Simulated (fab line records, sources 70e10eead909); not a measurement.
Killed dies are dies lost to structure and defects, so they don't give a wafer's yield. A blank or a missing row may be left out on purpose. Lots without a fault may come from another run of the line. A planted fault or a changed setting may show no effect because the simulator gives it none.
fab line records | flow nand_harc
record lots=24 wafers=72 last_day=33
route steps=1302 shown P_BONDPAD@374 A_ONON_D1@449 A_CHANNEL_HOLE_D1@464 A_CHANNEL_FILL_D1@492
lots that met no fault: from a run of the same line without faults
start_h: hours from the record's first day to the start of the lot's first wafer shown | wait_h: hours since the lot's step before | " the same as in the row above | L1.1+2: a row that stands for several wafers | - no value, or no start given | * or withheld: withheld | < > ~ a bound
route shown NAME@n: a module of which the file shows steps, and the number in the route of the first | usual: mean/standard deviation of fault-free wafers | same: alike in all rows | chamber/n: place in a boat | sites: the reading at each site | _std_site: their standard deviation | _edge_site: outer sites' mean less inner sites' | radius_mm: how far each site lies from the wafer's centre | mask NAME#n: copy n | behind: the tool/chamber that last shaped the wafer | hold: why the lot was held/for how many hours/how that ended | device: the transistor (n, p or np) that didn't switch | end of line: the same wafers' tests at the end of the route | a step without rows: its recipe alone | killed: dies lost to structure and defects at the first sort, not the wafer's yield | map: a wafer's dies, x killed, . not, _ none there
set.NAME: the setting as run; set.NAME@STEP: as run at that earlier step | model.NAME: the simulator's own value behind a step, which no gauge read
steps of the route over a sample of lots; a table a step, a row a wafer
services: from which hour (start_h, from the record's first day; less than 0 if before it) a tool's chamber was out of use, for how many hours, and why
## steps
# step NHARC_P_BONDPAD_DEGAS_25
# recipe temp_c=300 time_s=60
# usual heater_power_w=452/52
# columns lot.wafer tool chamber start_h wait_h heater_power_w
L075.4 pvd_sputter-02 - 140.48 - 510
L075.3 " - " " 381
L075.6 " - " " 511
L074.3 pvd_sputter-02 - 141.79 - 449
L074.4 " - " " 503
L074.5 " - " " 437
L076.1 pvd_sputter-03 - 155.06 - 503
L076.2 " - " " 558
L076.5 " - " " 399
L077.4 pvd_sputter-02 - 168.49 - 423
L077.3 " - " " 508
L077.2 " - " " 398
L078.3 pvd_sputter-01 - 177.78 - 447
L078.1 " - " " 477
L078.6 " - " " 359
L079.1 pvd_sputter-01 - 188.43 - 359
L079.4 " - " " 483
L079.3 " - " " 473
L080.2 pvd_sputter-02 - 201.28 - 512
L080.1 " - " " 433
L080.4 " - " " 421
L081.3 pvd_sputter-01 - 209.92 - 477
L081.2 " - " " 435
L081.6 " - " " 481
L082.2 pvd_sputter-01 - 219.73 - 477
L082.3 " - " " 365
L082.5 " - " " 448
L083.3 pvd_sputter-01 - 224.51 - 477
L083.4 " - " " 439
L083.6 " - " " 479
L084.3 pvd_sputter-03 - 233.63 - 494
L084.2 " - " " 493
L084.5 " - " " 509
L085.2 pvd_sputter-02 - 247.89 - 390
L085.6 " - " " 422
L085.5 " - " " 515
L086.2 pvd_sputter-01 - 258.89 - 446
L086.1 " - " " 417
L086.6 " - " " 459
L087.1 pvd_sputter-02 - 262.23 - 501
L087.4 " - " " 386
L087.5 " - " " 441
L088.3 pvd_sputter-01 - 285.69 - 372
L088.2 " - " " 464
L088.6 " - " " 364
L089.4 pvd_sputter-03 - 286.78 - 549
L089.5 " - " " 501
L089.6 " - " " 508
L090.1 pvd_sputter-01 - 302.08 - 460
L090.3 " - " " 421
L090.5 " - " " 472
L091.1 pvd_sputter-03 - 310.05 - 419
L091.5 " - " " 535
L091.6 " - " " 414
L092.2 pvd_sputter-03 - 315.50 - 533
L092.5 " - " " 416
L092.6 " - " " 518
L093.2 pvd_sputter-03 - 327.70 - 422
L093.1 " - " " 514
L093.5 " - " " 538
L094.2 pvd_sputter-01 - 343.28 - 371
L094.5 " - " " 377
L094.6 " - " " 470
L095.4 pvd_sputter-03 - 343.62 - 427
L095.1 " - " " 515
L095.2 " - " " 514
L096.2 pvd_sputter-01 - 352.55 - 476
L096.4 " - " " 462
L096.6 " - " " 456
L097.4 pvd_sputter-02 - 361.46 - 362
L097.3 " - " " 427
L097.5 " - " " 463
# step NHARC_A_ONON_D1_INSPECT_32
# usual raw_defect_count=72/23
# columns lot.wafer tool chamber start_h wait_h raw_defect_count
L074.3 defect_inspect-01 - 181.91 0.0 76
L074.4 " - " " 53
L074.5 " - " " 92
L075.3 defect_inspect-02 - 181.92 0.0 61
L075.4 " - " " 61
L075.6 " - " " 50
L076.1 defect_inspect-02 - 193.54 0.0 127
L076.2 " - " " 56
L076.5 " - " " 79
L077.2 defect_inspect-02 - 207.35 0.0 62
L077.3 " - " " 65
L077.4 " - " " 73
L078.1 defect_inspect-01 - 216.98 0.0 31
L078.3 " - " " 76
L078.6 " - " " 66
L079.1 defect_inspect-01 - 235.03 0.0 87
L079.3 " - " " 60
L079.4 " - " " 75
L080.1 defect_inspect-01 - 241.27 0.0 67
L080.2 " - " " 78
L080.4 " - " " 68
L081.2 defect_inspect-02 - 248.84 0.0 87
L081.3 " - " " 80
L081.6 " - " " 86
L083.3 defect_inspect-01 - 262.23 0.0 52
L083.4 " - " " 60
L083.6 " - " " 29
L082.2 defect_inspect-02 - 262.23 0.0 98
L082.3 " - " " 99
L082.5 " - " " 108
L084.2 defect_inspect-01 - 276.56 0.0 89
L084.3 " - " " 98
L084.5 " - " " 53
L085.2 defect_inspect-01 - 287.56 0.0 53
L085.5 " - " " 51
L085.6 " - " " 74
L087.1 defect_inspect-02 - 297.30 0.0 68
L087.4 " - " " 40
L087.5 " - " " 48
L086.1 defect_inspect-01 - 297.30 0.0 88
L086.2 " - " " 48
L086.6 " - " " 33
L089.4 defect_inspect-01 - 322.97 0.0 91
L089.5 " - " " 59
L089.6 " - " " 46
L088.2 defect_inspect-02 - 323.00 0.0 57
L088.3 " - " " 66
L088.6 " - " " 58
L090.1 defect_inspect-01 - 343.74 0.0 87
L090.3 " - " " 71
L090.5 " - " " 152
L091.1 defect_inspect-02 - 348.29 0.0 80
L091.5 " - " " 114
L091.6 " - " " 77
L092.2 defect_inspect-02 - 356.25 0.0 49
L092.5 " - " " 46
L092.6 " - " " 41
L093.1 defect_inspect-01 - 366.14 0.0 65
L093.2 " - " " 75
L093.5 " - " " 117
L095.1 defect_inspect-02 - 382.42 0.0 102
L095.2 " - " " 76
L095.4 " - " " 80
L094.2 defect_inspect-02 - 382.46 0.0 55
L094.5 " - " " 60
L094.6 " - " " 97
L096.2 defect_inspect-01 - 395.91 0.0 95
L096.4 " - " " 120
L096.6 " - " " 107
L097.3 defect_inspect-02 - 399.84 0.0 77
L097.4 " - " " 45
L097.5 " - " " 44
# step NHARC_A_CHANNEL_HOLE_D1_INSPECT_12
# usual raw_defect_count=5/3.1
# columns lot.wafer tool chamber start_h wait_h raw_defect_count
L074.3 defect_inspect-01 - 184.76 0.0 7
L074.4 " - " " 1
L074.5 " - " " 2
L075.3 defect_inspect-02 - 185.60 0.0 4
L075.4 " - " " 3
L075.6 " - " " 2
L076.1 defect_inspect-02 - 202.61 0.0 14
L076.2 " - " " 5
L076.5 " - " " 7
L077.2 defect_inspect-01 - 210.98 0.0 3
L077.3 " - " " 4
L077.4 " - " " 6
L078.1 defect_inspect-01 - 220.47 0.0 1
L078.3 " - " " 7
L078.6 " - " " 4
L079.1 defect_inspect-02 - 238.41 0.0 10
L079.3 " - " " 3
L079.4 " - " " 1
L080.1 defect_inspect-02 - 244.11 0.0 8
L080.2 " - " " 2
L080.4 " - " " 3
L081.2 defect_inspect-01 - 251.76 0.0 12
L081.3 " - " " 3
L081.6 " - " " 7
L083.3 defect_inspect-02 - 265.74 0.0 3
L083.4 " - " " 2
L083.6 " - " " 5
L082.2 defect_inspect-02 - 267.65 0.0 12
L082.3 " - " " 10
L082.5 " - " " 8
L084.2 defect_inspect-01 - 281.10 0.0 3
L084.3 " - " " 3
L084.5 " - " " 6
L085.2 defect_inspect-02 - 290.41 0.0 3
L085.5 " - " " 2
L085.6 " - " " 5
L087.1 defect_inspect-01 - 302.53 0.0 1
L087.4 " - " " 4
L087.5 " - " " 5
L086.1 defect_inspect-02 - 304.14 0.0 8
L086.2 " - " " 3
L086.6 " - " " 5
L089.4 defect_inspect-01 - 325.81 0.0 6
L089.5 " - " " 4
L089.6 " - " " 3
L088.2 defect_inspect-01 - 326.37 0.0 6
L088.3 " - " " 10
L088.6 " - " " 6
L090.1 defect_inspect-01 - 346.46 0.0 8
L090.3 " - " " 6
L090.5 " - " " 10
L091.1 defect_inspect-01 - 351.79 0.0 10
L091.5 " - " " 6
L091.6 " - " " 6
L092.2 defect_inspect-01 - 361.43 0.0 1
L092.5 " - " " 0
L092.6 " - " " 5
L093.1 defect_inspect-02 - 368.98 0.0 6
L093.2 " - " " 6
L093.5 " - " " 9
L095.1 defect_inspect-02 - 385.32 0.0 5
L095.2 " - " " 8
L095.4 " - " " 5
L094.2 defect_inspect-02 - 386.87 0.0 7
L094.5 " - " " 5
L094.6 " - " " 2
L096.2 defect_inspect-01 - 399.13 0.0 11
L096.4 " - " " 8
L096.6 " - " " 5
L097.3 defect_inspect-01 - 402.76 0.0 7
L097.4 " - " " 7
L097.5 " - " " 3
# step NHARC_A_CHANNEL_HOLE_D1_ETCH_25
# recipe bias_v=5000 source_w=withheld pressure_mtorr=20 time_s=1040.2 ar_flow_sccm=375 c4f8_flow_sccm=93.8 o2_flow_sccm=31.2 temp_c=-20 target_depth_a=15000 chemistry=C4F8/O2/Ar
# usual drypump_motor_current_A=5.5/0.46 mfc_ar_sccm=375.1/1.1 oes_air_line_au=1.001/0.02 showerhead_plenum_p_Torr=3.64/0.12 throttle_valve_pct=32.235/0.0095
# columns lot.wafer tool chamber start_h wait_h drypump_motor_current_A mfc_ar_sccm oes_air_line_au rf_hours_counter_h showerhead_plenum_p_Torr throttle_valve_pct
L074.3 har_etch-01 0 189.66 0.7 5.3 375.7 1.028 - 3.73 32.245
L074.4 " 1 " " 6.3 375.4 0.990 - 3.65 32.235
L074.5 " 1 " " 6.3 374.9 0.986 - 3.65 32.222
L075.4 har_etch-02 0 190.81 0.7 5.1 375.1 1.003 - 3.75 32.246
L075.3 " 1 " " 5.4 375.4 1.001 - 3.45 32.220
L075.6 " 1 " " 5.4 375.2 1.024 - 3.45 32.246
L076.2 har_etch-02 1 206.84 0.6 5.5 374.6 0.981 314 3.44 32.234
L076.1 " 0 " " 5.1 377.4 0.985 314 3.75 32.234
L076.5 " 1 " " 5.4 375.3 0.999 - 3.44 32.228
L077.2 har_etch-02 0 215.28 0.7 5.1 374.5 0.931 322 3.75 32.229
L077.3 " 1 " " 5.4 373.4 0.979 - 3.44 32.236
L077.4 " 0 " " 5.1 375.3 0.970 - 3.75 32.235
L078.1 har_etch-01 0 224.60 0.6 5.3 374.1 1.032 105 3.72 32.251
L078.3 " 1 " " 6.3 375.6 1.002 - 3.64 32.231
L078.6 " 0 " " 5.3 374.6 0.982 - 3.72 32.239
L079.1 har_etch-01 0 242.55 0.6 5.4 374.9 1.005 117 3.71 32.238
L079.3 " 0 " " 5.4 375.9 0.997 - 3.71 32.240
L079.4 " 1 " " 6.2 376.9 1.019 - 3.63 32.230
L080.2 har_etch-01 1 248.32 0.6 6.3 373.9 1.043 121 3.63 32.230
L080.1 " 0 " " 5.4 375.0 1.018 121 3.71 32.238
L080.4 " 1 " " 6.3 375.7 1.013 - 3.63 32.226
L081.2 har_etch-02 1 256.05 0.7 5.4 375.7 1.011 341 3.43 32.226
L081.3 " 1 " " 5.4 376.6 0.964 - 3.43 32.237
L081.6 " 0 " " 5.1 373.9 0.991 - 3.74 32.231
L083.3 har_etch-02 1 272.02 0.7 5.4 374.4 0.995 - 3.43 32.247
L083.4 " 0 " " 5.1 371.4 0.986 - 3.73 32.227
L083.6 " 1 " " 5.4 374.9 0.985 - 3.42 32.230
L082.2 har_etch-01 0 273.94 0.7 5.3 374.2 1.027 136 3.70 32.215
L082.3 " 0 " " 5.3 375.5 1.007 - 3.70 32.217
L082.5 " 0 " " 5.3 375.0 1.012 - 3.70 32.238
L084.2 har_etch-01 0 285.40 0.7 5.3 375.7 0.998 143 3.70 32.244
L084.3 " 0 " " 5.3 374.1 0.996 - 3.70 32.252
L084.5 " 0 " " 5.3 375.6 1.009 - 3.70 32.217
L085.2 har_etch-01 0 294.69 0.7 5.3 374.1 0.993 147 3.70 32.229
L085.6 " 1 " " 6.2 375.9 1.039 - 3.62 32.241
L085.5 " 0 " " 5.3 373.6 1.006 - 3.70 32.226
L087.1 har_etch-02 1 308.79 0.6 5.4 373.8 1.027 375 3.41 32.244
L087.4 " 0 " " 5.1 375.7 0.971 - 3.72 32.236
L087.5 " 0 " " 5.1 374.5 0.979 - 3.72 32.225
L086.1 har_etch-01 0 309.37 0.6 5.3 372.5 1.001 159 3.69 32.239
L086.2 " 1 " " 6.3 373.7 1.011 159 3.61 32.244
L086.6 " 1 " " 6.3 374.6 1.023 - 3.61 32.240
L089.4 har_etch-02 1 330.34 0.7 5.4 375.5 1.027 - 3.41 32.240
L089.5 " 1 " " 5.4 375.6 1.025 - 3.41 32.234
L089.6 " 0 " " 5.0 376.0 0.989 - 3.71 32.217
L088.2 har_etch-01 1 330.51 0.6 6.3 373.5 0.967 167 3.61 32.244
L088.3 " 1 " " 6.3 374.8 0.971 - 3.61 32.240
L088.6 " 1 " " 6.3 371.7 0.979 - 3.61 32.232
L090.1 har_etch-02 1 350.75 0.7 5.4 375.6 0.994 394 3.40 32.248
L090.3 " 1 " " 5.4 374.8 1.020 - 3.40 32.251
L090.5 " 1 " " 5.4 375.5 0.974 - 3.40 32.221
L091.1 har_etch-02 1 356.08 0.7 5.4 374.5 0.981 398 3.40 32.242
L091.6 " 0 " " 5.1 375.6 1.012 - 3.71 32.223
L091.5 " 1 " " 5.4 375.3 0.950 - 3.40 32.227
L092.2 har_etch-01 0 368.50 0.6 5.4 376.1 1.019 189 3.68 32.256
L092.5 " 1 " " 6.3 375.2 1.024 - 3.60 32.233
L092.6 " 0 " " 5.3 376.1 1.025 - 3.67 32.248
L093.1 har_etch-01 0 373.12 0.6 5.3 375.6 0.962 193 3.67 32.251
L093.2 " 1 " " 6.3 376.1 1.003 193 3.59 32.234
L093.5 " 1 " " 6.3 377.4 1.031 - 3.59 32.233
L095.1 har_etch-02 1 399.12 0.6 5.4 373.4 0.973 3 3.93 32.235
L095.2 " 0 " " 5.1 374.3 0.986 3 3.70 32.231
L095.4 " 0 " " 5.1 374.9 0.971 - 3.70 32.223
L094.2 har_etch-01 0 400.09 0.7 5.3 376.5 1.006 212 3.66 32.250
L094.6 " 1 " " 6.3 375.7 1.031 - 3.58 32.233
L094.5 " 0 " " 5.3 375.2 0.987 - 3.66 32.246
L096.2 har_etch-02 1 407.61 0.7 5.4 377.7 1.012 11 3.92 32.229
L096.4 " 1 " " 5.4 375.8 1.005 - 3.92 32.245
L096.6 " 0 " " 5.1 375.3 1.024 - 3.69 32.231
L097.4 har_etch-01 0 408.27 0.7 5.3 374.8 0.995 - 3.66 32.220
L097.3 " 1 " " 6.3 374.9 1.007 - 3.58 32.249
L097.5 " 1 " " 6.3 374.5 1.024 - 3.58 32.238
# step NHARC_A_CHANNEL_HOLE_D1_XSEM_31
# recipe landing_energy_ev=35000
# usual bot_cd_nm=74.9/1.8 bow_nm=8.69/0.26 tilt_deg=0.07/0.034
# columns lot.wafer tool chamber start_h wait_h bot_cd_nm bow_nm tilt_deg
L074.3 xsem-01 0 192.10 0.1 74.4 8.15 0.12
L074.4 " 0 " " 71.3 8.17 0.12
L074.5 " 0 " " 75.1 8.16 0.12
L075.3 xsem-02 0 193.25 0.1 76.9 8.62 0.07
L075.4 " 0 " " 76.6 8.62 0.07
L075.6 " 0 " " 76.2 8.63 0.07
L076.1 xsem-02 0 209.56 0.1 73.0 8.76 0.02
L076.2 " 0 " " 73.1 8.81 0.02
L076.5 " 0 " " 73.8 8.84 0.02
L077.2 xsem-01 0 217.85 0.1 73.9 8.87 0.05
L077.3 " 0 " " 75.5 8.89 0.05
L077.4 " 0 " " 76.1 8.95 0.05
L078.1 xsem-02 0 227.34 0.1 74.1 8.94 0.06
L078.3 " 0 " " 73.5 8.95 0.06
L078.6 " 0 " " 73.1 8.96 0.06
L079.1 xsem-02 0 245.26 0.1 75.3 8.68 0.04
L079.3 " 0 " " 74.0 8.64 0.04
L079.4 " 0 " " 76.5 8.71 0.04
L080.1 xsem-01 0 251.02 0.1 73.4 8.40 0.11
L080.2 " 0 " " 73.7 8.37 0.11
L080.4 " 0 " " 75.7 8.38 0.11
L081.2 xsem-02 0 258.63 0.1 75.5 9.08 0.04
L081.3 " 0 " " 76.9 9.15 0.04
L081.6 " 0 " " 75.9 9.11 0.04
L083.3 xsem-01 0 274.44 0.1 74.0 8.56 0.06
L083.4 " 0 " " 75.8 8.48 0.07
L083.6 " 0 " " 79.4 8.46 0.07
L082.2 xsem-02 0 276.50 0.1 77.0 9.08 0.04
L082.3 " 0 " " 72.6 9.08 0.04
L082.5 " 0 " " 78.0 9.09 0.04
L084.2 xsem-01 0 287.98 0.1 75.0 8.58 0.07
L084.3 " 0 " " 73.6 8.56 0.07
L084.5 " 0 " " 74.9 8.65 0.07
L085.2 xsem-02 0 297.25 0.1 77.4 8.92 0.15
L085.5 " 0 " " 73.7 8.89 0.14
L085.6 " 0 " " 73.8 8.92 0.14
L087.1 xsem-01 0 311.50 0.1 76.1 8.43 0.09
L087.4 " 0 " " 76.1 8.48 0.09
L087.5 " 0 " " 74.3 8.47 0.09
L086.1 xsem-02 0 312.28 0.1 77.6 9.08 0.05
L086.2 " 0 " " 74.5 9.18 0.05
L086.6 " 0 " " 71.0 9.12 0.05
L089.4 xsem-02 0 332.77 0.1 74.8 8.86 0.04
L089.5 " 0 " " 73.7 8.77 0.04
L089.6 " 0 " " 74.6 8.87 0.04
L088.2 xsem-01 0 333.24 0.1 76.5 8.67 0.04
L088.3 " 0 " " 73.8 8.76 0.04
L088.6 " 0 " " 73.0 8.80 0.04
L090.1 xsem-02 0 353.37 0.1 73.8 8.61 0.07
L090.3 " 0 " " 75.0 8.54 0.07
L090.5 " 0 " " 75.5 8.56 0.07
L091.1 xsem-02 0 358.79 0.1 74.0 8.57 0.07
L091.5 " 0 " " 74.0 8.66 0.07
L091.6 " 0 " " 76.4 8.63 0.06
L092.2 xsem-02 0 371.15 0.1 76.0 8.36 0.01
L092.5 " 0 " " 73.1 8.41 0.01
L092.6 " 0 " " 73.0 8.39 0.01
L093.1 xsem-02 0 375.85 0.1 73.8 8.67 0.13
L093.2 " 0 " " 73.0 8.54 0.13
L093.5 " 0 " " 74.1 8.59 0.13
L095.1 xsem-02 0 401.84 0.1 77.0 8.19 0.09
L095.2 " 0 " " 71.9 8.16 0.09
L095.4 " 0 " " 74.0 8.20 0.09
L094.2 xsem-01 0 402.65 0.1 74.0 8.98 0.06
L094.5 " 0 " " 74.4 9.00 0.06
L094.6 " 0 " " 74.1 8.90 0.06
L096.2 xsem-01 0 410.17 0.1 78.3 8.73 0.06
L096.4 " 0 " " 73.2 8.70 0.06
L096.6 " 0 " " 79.8 8.77 0.05
L097.3 xsem-02 0 411.78 0.1 73.7 8.70 0.05
L097.4 " 0 " " 77.5 8.65 0.06
L097.5 " 0 " " 75.2 8.64 0.06
# step NHARC_A_CHANNEL_FILL_D1_ALD_02
# recipe target_thk_a=60 pulse_time_s=10 ald_cycles=60 temp_c=300 material=SiO2
# usual heater_power_w=475/37 precursor_pulse_height_rel=0.998/0.018
# columns lot.wafer tool chamber start_h wait_h heater_power_w precursor_pulse_height_rel
L074.3 ald_hk-02 3 192.51 - 415 1.025
L074.4 " 1 " " 446 1.003
L074.5 " 3 " " 424 0.985
L075.4 ald_hk-03 3 193.53 - 524 0.981
L075.3 " 2 " " 478 0.968
L075.6 " 3 " " 529 0.994
L076.1 ald_hk-03 0 209.99 - 487 1.003
L076.2 " 1 " " 473 0.991
L076.5 " 2 " " 480 0.993
L077.2 ald_hk-04 0 218.14 - 514 0.972
L077.3 " 1 " " 443 0.976
L077.4 " 2 " " 461 0.975
L078.1 ald_hk-02 0 227.63 - 418 0.975
L078.3 " 1 " " 448 0.996
L078.6 " 0 " " 418 1.015
L079.3 ald_hk-02 1 245.55 - 446 1.003
L079.4 " 2 " " 503 0.980
L079.1 " 3 " " 403 1.010
L080.1 ald_hk-04 3 251.32 - 510 1.007
L080.2 " 0 " " 505 0.985
L080.4 " 2 " " 467 1.004
L081.3 ald_hk-02 3 258.91 - 416 0.994
L081.2 " 0 " " 436 1.009
L081.6 " 3 " " 407 0.984
L083.4 ald_hk-03 0 274.72 - 454 0.999
L083.3 " 1 " " 484 1.020
L083.6 " 0 " " 478 0.947
L082.3 ald_hk-02 3 278.23 - 424 1.035
L082.2 " 0 " " 427 0.961
L082.5 " 2 " " 492 0.981
L084.3 ald_hk-02 2 288.27 - 487 0.981
L084.2 " 3 " " 433 1.023
L084.5 " 2 " " 489 1.022
L085.2 ald_hk-04 1 297.61 - 441 0.979
L085.5 " 0 " " 508 0.982
L085.6 " 1 " " 443 0.986
L087.4 ald_hk-03 2 311.79 - 512 1.014
L087.1 " 3 " " 530 0.992
L087.5 " 3 " " 550 0.975
L086.1 ald_hk-02 1 312.57 - 451 0.981
L086.2 " 2 " " 482 0.969
L086.6 " 2 " " 486 1.027
L089.4 ald_hk-03 1 333.27 - 476 1.006
L089.6 " 2 " " 502 1.009
L089.5 " 3 " " 531 0.975
L088.2 ald_hk-04 3 333.61 - 511 0.999
L088.3 " 1 " " 434 0.991
L088.6 " 2 " " 452 0.988
L090.3 ald_hk-04 3 353.80 - 515 1.013
L090.1 " 0 " " 486 0.985
L090.5 " 3 " " 502 0.999
L091.1 ald_hk-03 0 359.23 - 471 1.032
L091.5 " 2 " " 508 0.993
L091.6 " 3 " " 544 0.995
L092.2 ald_hk-04 0 371.66 - 502 0.977
L092.5 " 1 " " 431 1.002
L092.6 " 2 " " 460 1.000
L093.1 ald_hk-03 2 376.13 - 503 1.001
L093.2 " 1 " " 478 0.991
L093.5 " 3 " " 549 0.998
L095.4 ald_hk-04 1 402.14 - 445 1.007
L095.1 " 2 " " 467 0.998
L095.2 " 3 " " 516 1.060
L094.2 ald_hk-04 0 403.08 - 512 1.005
L094.5 " 2 " " 446 1.013
L094.6 " 3 " " 520 0.971
L096.2 ald_hk-02 3 410.53 - 426 0.990
L096.4 " 0 " " 432 0.976
L096.6 " 2 " " 532 0.999
L097.4 ald_hk-02 2 412.14 - 506 1.000
L097.3 " 3 " " 421 1.016
L097.5 " 2 " " 503 0.999
## services
# columns tool chamber start_h hours kind
pvd_sputter-02 - 117.84 10.0 pm
ald_hk-02 - 170.00 10.0 pm
pvd_sputter-03 - 170.03 10.0 pm
pvd_sputter-03 - 180.82 9.6 repair
pvd_sputter-02 - 186.20 3.7 repair
ald_hk-02 - 197.95 0.2 repair
pvd_sputter-03 - 209.24 1.8 repair
ald_hk-03 - 212.70 10.0 pm
pvd_sputter-03 - 223.73 0.8 repair
pvd_sputter-02 - 225.85 12.0 repair
pvd_sputter-01 - 226.03 10.0 pm
ald_hk-04 - 257.87 10.0 pm
ald_hk-03 - 276.11 3.5 repair
ald_hk-03 - 288.64 1.4 repair
pvd_sputter-02 - 295.84 10.0 pm
pvd_sputter-01 - 322.53 0.6 repair
pvd_sputter-03 - 348.03 10.0 pm
xsem-01 - 374.00 14.0 pm
har_etch-02 - 379.22 17.0 pm
har_etch-02 0 379.22 17.0 vent_cycle
har_etch-02 1 379.22 17.0 vent_cycle
pvd_sputter-02 - 381.75 2.8 repair
har_etch-02 0 396.22 - clean
pvd_sputter-01 - 404.03 10.0 pm
## key
fault none
